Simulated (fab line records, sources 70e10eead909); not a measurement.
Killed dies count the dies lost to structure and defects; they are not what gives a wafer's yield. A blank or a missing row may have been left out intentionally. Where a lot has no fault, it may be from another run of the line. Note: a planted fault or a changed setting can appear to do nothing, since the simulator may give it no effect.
One fault through the eyes of 2 desks    flow nand_harc    every desk sees just its own numbers, and what lay behind them comes last

== THE TOOL OWNER'S DESK: ecd_cu-01 ==
The tool's own readings at NHARC_A_M0_ECD_22 (material Cu, target thk 400 nm): means of the sampled wafers that have a number, for each lot that ran on this tool. Marked OUT: a lot whose mean sits more than 4 standard deviations from the usual mean, which makes it out of limits; the brackets give that distance.
Columns: A = bath_heat_duty_pct at NHARC_A_M0_ECD_22, usual 6.3 %; B = bath_temp_c at NHARC_A_M0_ECD_22, usual 25.00 C
lot   first seen here  A    B
L689  day 17 21:44     6.6  25.00
L687  day 17 23:35     6.8  24.91
L688  day 18 06:14     6.5  25.08
This desk found nothing out of limits on any of the 3 lots.

== THE METROLOGY DESK ==
What the gauges read, lot by lot, whatever tool the lot ran on: means of the sampled wafers that have a number. Marked OUT: a lot whose mean sits more than 4 standard deviations from the usual mean, which makes it out of limits; the brackets give that distance.
Columns: A = cd_nm at NHARC_A_BONDPAD_CD_MEAS_09, usual 499.4 nm; B = overlay_x_nm at NHARC_A_BONDPAD_OVL_MEAS_35, usual 0 nm; C = overlay_y_nm at NHARC_A_BONDPAD_OVL_MEAS_35, usual 1 nm
lot   first seen here  A      B    C
L689  day 18 05:11     495.2  1    0
L687  day 18 06:57     500.3  3    8
L686  day 18 09:50     497.9  -7   4
L688  day 18 13:35     498.3  -2   -3
L696  day 20 02:39     499.0  -2   -1
L694  day 20 04:44     501.1  -5   1
L693  day 20 10:04     497.7  1    -5
L695  day 20 13:20     498.7  -0   -1
L698  day 20 22:49     500.0  8    3
L699  day 21 05:42     500.1  -8   -6
L702  day 21 22:14     501.5  2    4
L703  day 22 05:33     497.2  -4   3
L704  day 23 02:05     502.0  -11  8
This desk found nothing out of limits on any of the 13 lots.

== PUT TOGETHER ==
The tool owner's desk saw nothing out of limits.
The metrology desk saw nothing out of limits.

== WHAT WAS PUT IN BY THE SIMULATOR ==
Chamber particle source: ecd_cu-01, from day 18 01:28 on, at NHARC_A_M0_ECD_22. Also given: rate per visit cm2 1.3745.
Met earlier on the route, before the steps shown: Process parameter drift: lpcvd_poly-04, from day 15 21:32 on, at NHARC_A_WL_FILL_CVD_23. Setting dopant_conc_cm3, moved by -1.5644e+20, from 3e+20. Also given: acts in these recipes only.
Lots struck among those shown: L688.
